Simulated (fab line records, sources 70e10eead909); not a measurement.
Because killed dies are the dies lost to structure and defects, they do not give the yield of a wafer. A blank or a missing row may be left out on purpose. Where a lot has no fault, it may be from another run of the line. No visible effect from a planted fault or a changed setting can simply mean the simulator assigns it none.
The tool behind it: which one? | flow nand harc | 7 lots with 21 wafers sampled at 2 steps, on a route of 1302 steps

== WHAT THE GAUGES SHOWED, per wafer ==
NHARC_A_CHANNEL_HOLE_D1_INSPECT_40.
lot  | measured     | on                | raw defect count
L140 | day 8 02:28  | defect inspect-02 | 78 113 79
L144 | day 9 09:34  | defect inspect-02 | 83 98 78
L143 | day 10 03:25 | defect inspect-01 | 104 92 100
L149 | day 11 18:43 | defect inspect-01 | 75 107 87
L151 | day 12 10:59 | defect inspect-02 | 85 47 39
L161 | day 16 20:11 | defect inspect-02 | 55 63 47
L163 | day 17 04:34 | defect inspect-01 | 31 44 33

== WHAT TOOL EACH LOT RAN ON (gives the tool, then ch and the chambers of the sampled wafers, and finally the start) ==
lot  | NHARC_A_CHANNEL_HOLE_D1_STRIP_27
L140 | rie diel-09 ch 0,2,3, day 8 02:28 or earlier
L144 | rie diel-09 ch 0,2, day 9 09:34 or earlier
L143 | rie diel-09 ch 0,2,3, day 10 03:25 or earlier
L149 | rie diel-09 ch 0,2,3, day 11 18:43 or earlier
L151 | rie diel-09 ch 0,1,2, day 12 10:59 or earlier
L161 | rie diel-09 ch 0,2,3, day 16 20:11 or earlier
L163 | rie diel-09 ch 0,1,2, day 17 04:34 or earlier
- NHARC_A_CHANNEL_HOLE_D1_STRIP_27: strips in O2.

== THE ANSWER, worked out from the rows above alone ==
Rule: what is usual is taken from the lots themselves. The widest of any qualifying gaps counts: lots, ordered by their means at a reading, are off when they make up no more than a third of the lots, leave a main group of 4 or more, and stand apart from it by 3 or more times the standard deviation of that group's means. Not used: any main group whose means are identical at the precision the tables above print for the reading. A lot without any number at a reading at which 4 lots or more have one is off too. All remaining lots with rows at the step are treated as sound.
No lot is off on any of the readings shown, so nothing can be concluded from this.

== WHAT WAS PUT IN BY THE SIMULATOR ==
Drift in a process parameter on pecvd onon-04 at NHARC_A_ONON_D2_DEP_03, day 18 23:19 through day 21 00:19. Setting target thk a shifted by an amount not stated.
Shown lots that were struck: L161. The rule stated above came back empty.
